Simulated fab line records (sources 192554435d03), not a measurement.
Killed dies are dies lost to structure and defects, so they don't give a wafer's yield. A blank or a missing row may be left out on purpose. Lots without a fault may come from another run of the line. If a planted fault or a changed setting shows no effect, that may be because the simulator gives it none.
Split-lot trial	flow n5-finfet	route with 1938 steps; 7 lots, 21 wafers read

== ABOUT THE SPLIT ==
At N5_WELL_APT_COAT_02 (resist thk 950 nm), the setting spin-rpm was moved away from the recipe's 1357 rpm on 7 of the 21 wafers read, by -8.7% to +6.3%. For the rest of the wafers, this setting stayed at what the recipe calls for.

The reading comes from the split's own step.

== THE READING ==
coat_of_WELL_APT_COAT_02.thk-nm (the simulator's own value, which no gauge read), in nm, at N5_WELL_APT_COAT_02 (resist thk 950 nm). There is no usual value for it anywhere in the file. Across the 14 wafers here that went through the recipe, the average is 950.6 nm and the standard deviation 2.5 nm.

wafer	tool, chamber at the split	spin-rpm as run, rpm	against the recipe	coat_of_WELL_APT_COAT_02.thk-nm, nm	against lot-mates on the recipe
L075.2	litho-track-05, 0	1357	recipe	948.1	-
L075.3	litho-track-05, 0	1357	recipe	947.4	-
L075.4	litho-track-05, 0	1239	-8.7%	992.1	+44.4
L078.1	litho-track-05, 0	1357	recipe	948.4	-
L078.2	litho-track-05, 0	1357	recipe	950.2	-
L078.5	litho-track-05, 0	1357	recipe	953.4	-
L080.2	litho-track-03, 0	1306	-3.8%	965.9	+18.9
L080.4	litho-track-03, 0	1357	recipe	947	-
L080.6	litho-track-03, 0	1306	-3.8%	964.9	+17.9
L081.3	litho-track-05, 0	1357	recipe	955.2	-
L081.5	litho-track-05, 0	1357	recipe	954.4	-
L081.6	litho-track-05, 0	1293	-4.7%	977.9	+23.1
L087.3	litho-track-03, 0	1357	recipe	949.5	-
L087.4	litho-track-03, 0	1443	+6.3%	922.5	-27.0
L087.6	litho-track-03, 0	1443	+6.3%	923.7	-25.8
L093.4	litho-track-03, 0	1357	recipe	951.7	-
L093.5	litho-track-03, 0	1357	recipe	950.8	-
L093.6	litho-track-03, 0	1357	recipe	948.1	-
L096.2	litho-track-03, 0	1313	-3.2%	968.3	+16.5
L096.4	litho-track-03, 0	1357	recipe	952.4	-
L096.5	litho-track-03, 0	1357	recipe	951.3	-

FIT RESULTS
A straight line over all 21 wafers: coat_of_WELL_APT_COAT_02.thk-nm changes by -4.62 nm for each +1% of spin-rpm; r = -0.98; the points scatter about the line by 2.8 nm.
The same after taking each lot's own level away (the mean of its wafers on the recipe; 21 wafers): -4.67 nm for each +1%; r = -0.99; scatter 1.6 nm.
That fit puts the effect of the largest move of spin-rpm on the reading at 41 nm.
Measured against the standard deviation above, the lots' own levels, which go from 947.00 to 954.80 nm, span 3.1 times it.
The two slopes agree, so the slope changes little with the lot-to-lot level.
Check: for one of the wafers moved furthest among these (-8.7%), held out of the fit, the line's prediction against its lot-mates is +39.5 nm. It came out at +44.4 nm against them.

== THE FILE'S OWN FIT ==
coat_of_WELL_APT_COAT_02.thk-nm changes by -4.82 nm for each +1% of spin-rpm, r = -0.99.
